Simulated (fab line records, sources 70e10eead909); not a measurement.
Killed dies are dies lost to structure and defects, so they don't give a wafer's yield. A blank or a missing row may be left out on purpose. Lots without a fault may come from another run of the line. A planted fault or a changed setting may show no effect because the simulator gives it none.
Problem report in the 8D (eight disciplines) form, filled by code | flow nand_harc | the parts of the form that need people (team, actions taken, sign-off) are left out

1. THE PROBLEM
killed_dies at NHARC_END_SORT_01 reads a mean of 86 on 2 wafers of 2 lots; wafers without a fault read 28 with a standard deviation of 8.9. That is +6.6 standard deviations from the usual mean.
First seen on wafer L645.2, day 21 00:53, on prober-01. The record holds 6 wafers of 2 lots with a number at this step. Rule for "out", or "out of limits": more than 4 standard deviations from the usual mean. The other wafers with a number count as sound.

2. WHAT IT IS AND WHAT IT IS NOT
question                    | is                           | is not
which readings at this step | killed_dies, killed_at_array | killed_at_other, killed_at_periphery, killed_open, killed_short
which lots                  | L645, L649                   | -
which wafers of those lots  | L645.2, L649.3               | L645.1, L645.4, L649.1, L649.4
read on which gauges        | prober-01, prober-02         | -
when                        | from day 21 00:53            | up to then (1 sound wafer); but 3 sound wafers of L645, L649 came after

3. SUSPECTS, AND WHAT RULES EACH OUT
Counting: a tool at a process step up to the reading stays a suspect if it ran every lot that is out. Sound lots after the first of them don't rule it out here, since some wafers of a struck lot are sound.
- the gauge at NHARC_END_SORT_01: ruled out. The wafers that are out were read on 2 gauges (prober-01, prober-02).
- har_cap_etch-03 at NHARC_A_CONTACT_ETCH_115 (etches the open film in C4F8/O2/Ar, time 94 s, target depth 922 nm): kept. It ran every lot that is out, first L645 (day 17 22:19).
- Within har_cap_etch-03 at NHARC_A_CONTACT_ETCH_115: the wafers that are out ran in chamber 0; their sound lot-mates ran in chamber 1.
Left after counting: har_cap_etch-03 at NHARC_A_CONTACT_ETCH_115.

4. THE CAUSE (what the simulator had put in)
Chamber particle source: har_cap_etch-03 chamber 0, from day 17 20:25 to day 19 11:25, at NHARC_A_CONTACT_ETCH_115. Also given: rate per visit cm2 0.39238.
Counting left only this tool.

5. THE CHAIN OF EFFECTS, in route order
Each row: a reading whose mean over the struck wafers that have a number lies more than 3 standard deviations from the usual. Only readings for which the record gives a usual standard deviation are gone through. hours: the time from each lot's start at the first step in this table that gives one to its start at this step, as a median over the lots. sigmas: the change in usual standard deviations.
hours | step              | reading         | usual | on struck wafers | change | sigmas
0     | NHARC_END_SORT_01 | killed_at_array | 24    | 82               | +58    | +6.6
0     | NHARC_END_SORT_01 | killed_dies     | 28    | 86               | +58    | +6.6

6. WHAT WOULD HAVE CAUGHT IT SOONER
In this record the first reading out of limits at a measuring or inspecting step was taken at day 21 00:53, 76 hours after the fault began at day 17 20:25.
All the lots that are out (2) had begun NHARC_A_CONTACT_ETCH_115 on har_cap_etch-03 by day 21 00:53. A hold on the tool at that time would have spared none of them.
